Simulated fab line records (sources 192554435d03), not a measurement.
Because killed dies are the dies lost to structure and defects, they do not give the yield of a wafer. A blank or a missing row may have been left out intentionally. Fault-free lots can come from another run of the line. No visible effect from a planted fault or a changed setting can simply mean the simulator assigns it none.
Which tool did it? :: flow n5 finfet :: 18 wafers from 6 lots sampled at 8 of the route's 1938 steps

== WHAT THE GAUGES READ, wafer by wafer ==
N5_BEOL_M11_OCD_MEAS_38.
lot: L326
measured: day 10 21:13
on: ocd-02
trench depth nm (nm): 145.2 152.8 149.5

lot: L328
measured: day 11 08:10
on: ocd-02
trench depth nm (nm): 145.7 152.9 144.9

lot: L334
measured: day 12 12:59
on: ocd-02
trench depth nm (nm): 132.5 138.4 142.9

lot: L340
measured: day 14 01:45
on: ocd-02
trench depth nm (nm): 153.7 151.1 150.1

lot: L343
measured: day 15 05:13
on: ocd-02
trench depth nm (nm): 150.6 151.4 150.2

lot: L346
measured: day 15 16:57
on: ocd-01
trench depth nm (nm): 154.2 154.5 150.5

N5_BEOL_M11_CD_MEAS_35 targets a cd of 70 nm.
lot: L326
measured: day 10 21:23
on: cd sem-03
cd nm (nm): 70.8 70.5 71.5

lot: L328
measured: day 11 08:20
on: cd sem-02
cd nm (nm): 69.8 70.8 70.3

lot: L334
measured: day 12 13:08
on: cd sem-01
cd nm (nm): 70.4 70.2 71.4

lot: L340
measured: day 14 01:54
on: cd sem-02
cd nm (nm): 70.8 70.2 71.2

lot: L343
measured: day 15 05:22
on: cd sem-02
cd nm (nm): 70.7 70.9 70.2

lot: L346
measured: day 15 17:07
on: cd sem-02
cd nm (nm): 70.2 70.5 69.5

N5_BEOL_M11_THK_MEAS_53: measures by xrf.
lot: L326
measured: day 10 23:14
on: film metro-01
M11_THK (nm): 136 141 140

lot: L328
measured: day 11 10:17
on: film metro-01
M11_THK (nm): 135 145 134

lot: L334
measured: day 12 16:02
on: film metro-02
M11_THK (nm): 124 130 135

lot: L340
measured: day 14 05:31
on: film metro-02
M11_THK (nm): 145 141 141

lot: L343
measured: day 15 07:47
on: film metro-01
M11_THK (nm): 143 143 141

lot: L346
measured: day 15 19:50
on: film metro-02
M11_THK (nm): 144 146 143

N5_BEOL_M11_RS_MEAS_57: measurement is done with a four-point probe.
lot: L326
measured: day 10 23:23
on: film metro-01
M11_RS (ohm/sq): 0.156 0.148 0.150

lot: L328
measured: day 11 10:25
on: film metro-02
M11_RS (ohm/sq): 0.157 0.145 0.157

lot: L334
measured: day 12 16:09
on: film metro-02
M11_RS (ohm/sq): 0.173 0.164 0.158

lot: L340
measured: day 14 05:38
on: film metro-01
M11_RS (ohm/sq): 0.145 0.150 0.149

lot: L343
measured: day 15 07:55
on: film metro-02
M11_RS (ohm/sq): 0.148 0.148 0.149

lot: L346
measured: day 15 19:59
on: film metro-02
M11_RS (ohm/sq): 0.145 0.143 0.146

N5_BEOL_M15_RC_MEAS_101.
lot: L326
measured: day 11 21:49
on: prober-02
COMB_M10 (S/m): 1.4e-11 1.2e-11 9e-12
COMB_M10_max_site (S/m): 2.1e-11 1.5e-11 1.8e-11
COMB_M11 (S/m): 1.8e-11 1.2e-11 1.6e-11
COMB_M12 (S/m): 6.5e-12 5.7e-12 8.9e-12
COMB_M13 (S/m): 5.6e-12 5.7e-12 5.8e-12
COMB_M14 (S/m): 4.5e-12 4.7e-12 4.6e-12
COMB_M15 (S/m): 3.8e-12 3.5e-12 3.9e-12
COMB_M5 (S/m): 4.3e-11 3e-11 4e-11
COMB_M6 (S/m): 2.9e-11 3.2e-11 2.7e-11
COMB_M7 (S/m): 2.1e-11 2.5e-11 3.9e-11
COMB_M8 (S/m): 3.1e-11 3.6e-11 3.3e-11
COMB_M9 (S/m): 1.5e-11 1.5e-11 1.6e-11
SERP_M10 (ohm/um): 3.11 3.05 3.08
SERP_M11 (ohm/um): 3.12 3.05 2.98
SERP_M11_max_site (ohm/um): 3.18 3.07 3.05
SERP_M12 (ohm/um): 0.644 0.645 0.641
SERP_M12_max_site (ohm/um): 0.672 0.659 0.652
SERP_M13 (ohm/um): 0.311 0.316 0.312
SERP_M13_max_site (ohm/um): 0.314 0.319 0.315
SERP_M14 (ohm/um): 0.165 0.160 0.159
SERP_M5 (ohm/um): 39.5 40.5 40.2
SERP_M6 (ohm/um): 14.6 14.3 14.2
SERP_M6_max_site (ohm/um): 15.1 15.1 14.6
SERP_M7 (ohm/um): 13.7 13.5 12.1
SERP_M8 (ohm/um): 13.0 14.0 13.0
SERP_M9 (ohm/um): 3.10 3.18 3.11

lot: L328
measured: day 12 11:11
on: prober-02
COMB_M10 (S/m): 1.7e-11 2e-11 1.7e-11
COMB_M10_max_site (S/m): 2.6e-11 2.9e-11 2.4e-11
COMB_M11 (S/m): 1.5e-11 1.4e-11 2.1e-11
COMB_M12 (S/m): 8.5e-12 5.8e-12 7.9e-12
COMB_M13 (S/m): 4.2e-12 3.5e-12 4.9e-12
COMB_M14 (S/m): 3.9e-12 4.2e-12 3.4e-12
COMB_M15 (S/m): 3e-12 3.7e-12 2.6e-12
COMB_M5 (S/m): 4e-11 6.3e-11 3.1e-11
COMB_M6 (S/m): 2.3e-11 3.2e-11 2.9e-11
COMB_M7 (S/m): 2.4e-11 2.4e-11 2.8e-11
COMB_M8 (S/m): 2.9e-11 2.6e-11 2.2e-11
COMB_M9 (S/m): 1.2e-11 1.2e-11 1.5e-11
SERP_M10 (ohm/um): 3.10 3.14 3.09
SERP_M11 (ohm/um): 3.18 2.92 3.14
SERP_M11_max_site (ohm/um): 3.23 2.97 3.27
SERP_M12 (ohm/um): 0.665 0.652 0.666
SERP_M12_max_site (ohm/um): 0.683 0.661 0.685
SERP_M13 (ohm/um): 0.308 0.312 0.313
SERP_M13_max_site (ohm/um): 0.311 0.313 0.315
SERP_M14 (ohm/um): 0.160 0.168 0.160
SERP_M5 (ohm/um): 39.8 37.4 40.1
SERP_M6 (ohm/um): 14.1 14.7 13.0
SERP_M6_max_site (ohm/um): 15.4 15.9 14.0
SERP_M7 (ohm/um): 13.4 13.4 13.2
SERP_M8 (ohm/um): 13.8 12.6 14.0
SERP_M9 (ohm/um): 3.05 2.98 3.02

lot: L334
measured: day 13 13:58
on: prober-01
COMB_M10 (S/m): 1.2e-11 1.4e-11 1.1e-11
COMB_M10_max_site (S/m): 1.8e-11 1.9e-11 1.8e-11
COMB_M11 (S/m): 1.7e-11 1.2e-11 1.2e-11
COMB_M12 (S/m): 7e-12 6.7e-12 6.1e-12
COMB_M13 (S/m): 4.9e-12 5.4e-12 6.1e-12
COMB_M14 (S/m): 2.6e-12 3.6e-12 3.5e-12
COMB_M15 (S/m): 2.6e-12 3.3e-12 2.9e-12
COMB_M5 (S/m): 4.8e-11 4.2e-11 4.4e-11
COMB_M6 (S/m): 1.9e-11 2.9e-11 2.1e-11
COMB_M7 (S/m): 2e-11 2.2e-11 3.4e-11
COMB_M8 (S/m): 3.7e-11 2.5e-11 2.5e-11
COMB_M9 (S/m): 1e-11 1.1e-11 1.5e-11
SERP_M10 (ohm/um): 3.01 3.04 3.09
SERP_M11 (ohm/um): 3.45 3.30 3.11
SERP_M11_max_site (ohm/um): 3.57 3.48 3.17
SERP_M12 (ohm/um): 0.640 0.642 0.654
SERP_M12_max_site (ohm/um): 0.654 0.657 0.671
SERP_M13 (ohm/um): 0.315 0.312 0.301
SERP_M13_max_site (ohm/um): 0.319 0.315 0.305
SERP_M14 (ohm/um): 0.170 0.171 0.167
SERP_M5 (ohm/um): 38.9 37.8 40.7
SERP_M6 (ohm/um): 14.4 12.3 14.4
SERP_M6_max_site (ohm/um): 14.7 12.6 14.8
SERP_M7 (ohm/um): 14.1 13.6 14.1
SERP_M8 (ohm/um): 13.7 14.1 13.3
SERP_M9 (ohm/um): 2.84 3.00 3.06

lot: L340
measured: day 15 02:22
on: prober-02
COMB_M10 (S/m): 1.8e-11 1.4e-11 1.1e-11
COMB_M10_max_site (S/m): 3.1e-11 2e-11 1.6e-11
COMB_M11 (S/m): 1.9e-11 1.3e-11 2e-11
COMB_M12 (S/m): 1e-11 7.3e-12 7.6e-12
COMB_M13 (S/m): 6.2e-12 6e-12 6.2e-12
COMB_M14 (S/m): 4.2e-12 4.6e-12 4.2e-12
COMB_M15 (S/m): 3.2e-12 2.8e-12 3.6e-12
COMB_M5 (S/m): 4.5e-11 3.1e-11 2.9e-11
COMB_M6 (S/m): 3.2e-11 3e-11 3.2e-11
COMB_M7 (S/m): 2.2e-11 1.8e-11 2.2e-11
COMB_M8 (S/m): 4.7e-11 2.3e-11 2.6e-11
COMB_M9 (S/m): 1.6e-11 1e-11 1.6e-11
SERP_M10 (ohm/um): 3.09 3.00 3.05
SERP_M11 (ohm/um): 2.95 3.12 2.92
SERP_M11_max_site (ohm/um): 3.00 3.17 3.04
SERP_M12 (ohm/um): 0.647 0.645 0.657
SERP_M12_max_site (ohm/um): 0.660 0.656 0.670
SERP_M13 (ohm/um): 0.313 0.310 0.310
SERP_M13_max_site (ohm/um): 0.316 0.312 0.312
SERP_M14 (ohm/um): 0.159 0.168 0.159
SERP_M5 (ohm/um): 41.0 38.7 37.8
SERP_M6 (ohm/um): 13.3 13.8 14.4
SERP_M6_max_site (ohm/um): 13.8 14.5 15.1
SERP_M7 (ohm/um): 13.3 13.2 13.6
SERP_M8 (ohm/um): 13.9 13.5 13.8
SERP_M9 (ohm/um): 2.99 3.01 3.05

lot: L343
measured: day 16 12:19
on: prober-01
COMB_M10 (S/m): 1.4e-11 1.5e-11 1.5e-11
COMB_M10_max_site (S/m): 2e-11 1.9e-11 1.9e-11
COMB_M11 (S/m): 1.1e-11 1.4e-11 1.6e-11
COMB_M12 (S/m): 7.8e-12 6.9e-12 7.5e-12
COMB_M13 (S/m): 5e-12 5.4e-12 4.8e-12
COMB_M14 (S/m): 4.5e-12 4.9e-12 4.1e-12
COMB_M15 (S/m): 3.4e-12 2.7e-12 2.5e-12
COMB_M5 (S/m): 3.2e-11 3.9e-11 3.4e-11
COMB_M6 (S/m): 2.3e-11 2e-11 2.1e-11
COMB_M7 (S/m): 1.8e-11 3.3e-11 2.9e-11
COMB_M8 (S/m): 2.3e-11 2.7e-11 2.8e-11
COMB_M9 (S/m): 1.5e-11 1.3e-11 1.3e-11
SERP_M10 (ohm/um): 3.16 3.17 3.14
SERP_M11 (ohm/um): 2.98 2.95 3.00
SERP_M11_max_site (ohm/um): 3.09 3.09 3.15
SERP_M12 (ohm/um): 0.604 0.612 0.601
SERP_M12_max_site (ohm/um): 0.618 0.626 0.624
SERP_M13 (ohm/um): 0.312 0.301 0.303
SERP_M13_max_site (ohm/um): 0.314 0.308 0.306
SERP_M14 (ohm/um): 0.160 0.158 0.166
SERP_M5 (ohm/um): 38.6 38.7 39.9
SERP_M6 (ohm/um): 14.0 14.2 13.6
SERP_M6_max_site (ohm/um): 14.4 14.7 14.4
SERP_M7 (ohm/um): 13.5 14.3 14.1
SERP_M8 (ohm/um): 13.3 13.4 14.2
SERP_M9 (ohm/um): 2.94 3.00 2.96

lot: L346
measured: day 17 00:03
on: prober-02
COMB_M10 (S/m): 1.3e-11 1.9e-11 1.5e-11
COMB_M10_max_site (S/m): 2.1e-11 2.4e-11 2.2e-11
COMB_M11 (S/m): 2e-11 1.7e-11 1.4e-11
COMB_M12 (S/m): 5.4e-12 7.9e-12 6.5e-12
COMB_M13 (S/m): 5.4e-12 6.4e-12 5e-12
COMB_M14 (S/m): 3.3e-12 4.4e-12 4.9e-12
COMB_M15 (S/m): 2.4e-12 2.4e-12 2.7e-12
COMB_M5 (S/m): 5.5e-11 5.4e-11 5.1e-11
COMB_M6 (S/m): 2.2e-11 2.3e-11 2.1e-11
COMB_M7 (S/m): 2.3e-11 2e-11 2.6e-11
COMB_M8 (S/m): 2.6e-11 1.8e-11 2.6e-11
COMB_M9 (S/m): 1.5e-11 1.2e-11 1.8e-11
SERP_M10 (ohm/um): 3.22 3.08 3.11
SERP_M11 (ohm/um): 2.93 2.88 3.00
SERP_M11_max_site (ohm/um): 2.97 2.97 3.07
SERP_M12 (ohm/um): 0.622 0.644 0.620
SERP_M12_max_site (ohm/um): 0.634 0.654 0.644
SERP_M13 (ohm/um): 0.311 0.310 0.311
SERP_M13_max_site (ohm/um): 0.313 0.312 0.313
SERP_M14 (ohm/um): 0.160 0.161 0.162
SERP_M5 (ohm/um): 38.1 39.6 38.1
SERP_M6 (ohm/um): 14.4 14.4 13.2
SERP_M6_max_site (ohm/um): 14.9 15.1 13.7
SERP_M7 (ohm/um): 15.3 13.6 14.6
SERP_M8 (ohm/um): 13.7 14.0 13.9
SERP_M9 (ohm/um): 3.05 3.02 3.05

== EACH LOT AND THE TOOL THAT RAN IT (in order: tool; ch and the chambers of the sampled wafers; start) ==
lot: L326
N5_BEOL_M11_ETCH_65: rie diel-01 ch 0,1,2, day 10 20:46
N5_BEOL_M11_TRENCH_ETCH_37: rie diel-01 ch 0,1,2, day 10 21:02
N5_BEOL_M11_PRE_CLEAN_45: pvd sputter-02, day 10 21:53

lot: L328
N5_BEOL_M11_ETCH_65: rie diel-02 ch 0,1, day 11 07:43
N5_BEOL_M11_TRENCH_ETCH_37: rie diel-02 ch 0,1, day 11 07:59
N5_BEOL_M11_PRE_CLEAN_45: pvd sputter-01, day 11 08:50

lot: L334
N5_BEOL_M11_ETCH_65: rie diel-01 ch 1,2, day 12 12:32
N5_BEOL_M11_TRENCH_ETCH_37: rie diel-01 ch 1,2, day 12 12:49
N5_BEOL_M11_PRE_CLEAN_45: pvd sputter-02, day 12 13:55

lot: L340
N5_BEOL_M11_ETCH_65: rie diel-02 ch 0,1,3, day 14 01:17
N5_BEOL_M11_TRENCH_ETCH_37: rie diel-02 ch 0,1,3, day 14 01:34
N5_BEOL_M11_PRE_CLEAN_45: pvd sputter-02, day 14 02:18

lot: L343
N5_BEOL_M11_ETCH_65: rie diel-02 ch 0,3, day 15 04:46
N5_BEOL_M11_TRENCH_ETCH_37: rie diel-02 ch 0,3, day 15 05:02
N5_BEOL_M11_PRE_CLEAN_45: pvd sputter-02, day 15 05:55

lot: L346
N5_BEOL_M11_ETCH_65: rie diel-02 ch 1,3, day 15 16:30
N5_BEOL_M11_TRENCH_ETCH_37: rie diel-02 ch 1,3, day 15 16:46
N5_BEOL_M11_PRE_CLEAN_45: pvd sputter-01, day 15 17:34
- N5_BEOL_M11_ETCH_65: etches SiARC in CF4, target depth 39 nm, time 65 s.
- N5_BEOL_M11_TRENCH_ETCH_37: etches SiCOH lowk in C4F6/O2, target depth 148.83 nm, time 48 s.
- N5_BEOL_M11_PRE_CLEAN_45: time 30 s.

== WHAT THE TOOLS THEMSELVES READ (means of the sampled wafers that have a number; where no wafer has one, the mark that the record gives instead) ==
N5_BEOL_M11_ETCH_65.
lot: L326
tool: rie diel-01
drypump motor current A (A): 5.6
etch rf on time s (s): 64.3
oes product au (a.u.): 0.75
rf vpp V (V): 184.6
showerhead plenum p Torr (Torr): 2.14
throttle valve pct (%): 15.66

lot: L328
tool: rie diel-02
drypump motor current A (A): 5.9
etch rf on time s (s): 64.5
oes product au (a.u.): 0.65
rf vpp V (V): 182.9
showerhead plenum p Torr (Torr): 2.06
throttle valve pct (%): 15.54

lot: L334
tool: rie diel-01
drypump motor current A (A): 5.7
etch rf on time s (s): 66.5
oes product au (a.u.): 0.68
rf vpp V (V): 184.3
showerhead plenum p Torr (Torr): 2.17
throttle valve pct (%): 15.72

lot: L340
tool: rie diel-02
drypump motor current A (A): 5.8
etch rf on time s (s): 62.7
oes product au (a.u.): 0.78
rf vpp V (V): 184.1
showerhead plenum p Torr (Torr): 2.18
throttle valve pct (%): 15.33

lot: L343
tool: rie diel-02
drypump motor current A (A): 5.6
etch rf on time s (s): 62.9
oes product au (a.u.): 0.78
rf vpp V (V): 185.2
showerhead plenum p Torr (Torr): 2.24
throttle valve pct (%): 15.27

lot: L346
tool: rie diel-02
drypump motor current A (A): 6.1
etch rf on time s (s): 62.0
oes product au (a.u.): 0.74
rf vpp V (V): 183.9
showerhead plenum p Torr (Torr): 2.11
throttle valve pct (%): 15.45

N5_BEOL_M11_TRENCH_ETCH_37.
lot: L326
tool: rie diel-01
drypump motor current A (A): 5.6
oes_o_777_au (a.u.): 0.87
oes product au (a.u.): 0.87
rf vpp V (V): 668
showerhead plenum p Torr (Torr): 2.84
throttle valve pct (%): 21.03

lot: L328
tool: rie diel-02
drypump motor current A (A): 5.9
oes_o_777_au (a.u.): 0.77
oes product au (a.u.): 0.76
rf vpp V (V): 650
showerhead plenum p Torr (Torr): 2.74
throttle valve pct (%): 20.90

lot: L334
tool: rie diel-01
drypump motor current A (A): 5.7
oes_o_777_au (a.u.): 0.80
oes product au (a.u.): 0.77
rf vpp V (V): 658
showerhead plenum p Torr (Torr): 2.89
throttle valve pct (%): 21.07

lot: L340
tool: rie diel-02
drypump motor current A (A): 5.8
oes_o_777_au (a.u.): 0.91
oes product au (a.u.): 0.90
rf vpp V (V): 651
showerhead plenum p Torr (Torr): 2.91
throttle valve pct (%): 20.76

lot: L343
tool: rie diel-02
drypump motor current A (A): 5.6
oes_o_777_au (a.u.): 0.92
oes product au (a.u.): 0.91
rf vpp V (V): 661
showerhead plenum p Torr (Torr): 2.99
throttle valve pct (%): 20.68

lot: L346
tool: rie diel-02
drypump motor current A (A): 6.1
oes_o_777_au (a.u.): 0.85
oes product au (a.u.): 0.87
rf vpp V (V): 642
showerhead plenum p Torr (Torr): 2.82
throttle valve pct (%): 20.89

N5_BEOL_M11_PRE_CLEAN_45.
lot: L326
tool: pvd sputter-02
heater power w (W): 310
susceptor temp C (C): 250.17

lot: L328
tool: pvd sputter-01
heater power w (W): 313
susceptor temp C (C): 250.05

lot: L334
tool: pvd sputter-02
heater power w (W): 330
susceptor temp C (C): 249.81

lot: L340
tool: pvd sputter-02
heater power w (W): 297
susceptor temp C (C): 249.92

lot: L343
tool: pvd sputter-02
heater power w (W): 315
susceptor temp C (C): 250.10

lot: L346
tool: pvd sputter-01
heater power w (W): 326
susceptor temp C (C): 250.02

== THE ANSWER, worked out from the rows above alone ==
Rule: the lots themselves supply what counts as usual. The widest of any qualifying gaps counts: lots, ordered by their means at a reading, are off when they make up no more than a third of the lots, leave a main group of 4 or more, and stand apart from it by 3 or more times the standard deviation of that group's means. A main group whose means are all the same, to the digits that the tables above print for the reading, isn't used. Also off: a lot with no number at a reading for which 4 or more lots have one. Any other lot the step has rows for is counted as sound. First the gauges in route order, then the tools' own readings, where a lot's mean is used as printed above. At the first step where some lot is off, the reading lying furthest off is the one used; lots without a number count as furthest.
Off, at N5_BEOL_M11_OCD_MEAS_38 on trench depth nm: L334. The main group: mean 150.5 nm, standard deviation 1.8.
If a tool, at a process step before that reading, ran all the lots that are off and no sound lot after the first of them, it fits. The gauges at N5_BEOL_M11_OCD_MEAS_38 aren't tried: what is off there is off at N5_BEOL_M11_THK_MEAS_53 too, on other tools, and a gauge's error can't cause that. One candidate fits, namely rie diel-01 at N5_BEOL_M11_ETCH_65 and N5_BEOL_M11_TRENCH_ETCH_37. At N5_BEOL_M11_ETCH_65 its last sound lot is L326 (day 10 20:46), its first lot that is off L334 (day 12 12:32): a fault that began between those two fits.

== WHAT THE SIMULATOR HAD INSERTED ==
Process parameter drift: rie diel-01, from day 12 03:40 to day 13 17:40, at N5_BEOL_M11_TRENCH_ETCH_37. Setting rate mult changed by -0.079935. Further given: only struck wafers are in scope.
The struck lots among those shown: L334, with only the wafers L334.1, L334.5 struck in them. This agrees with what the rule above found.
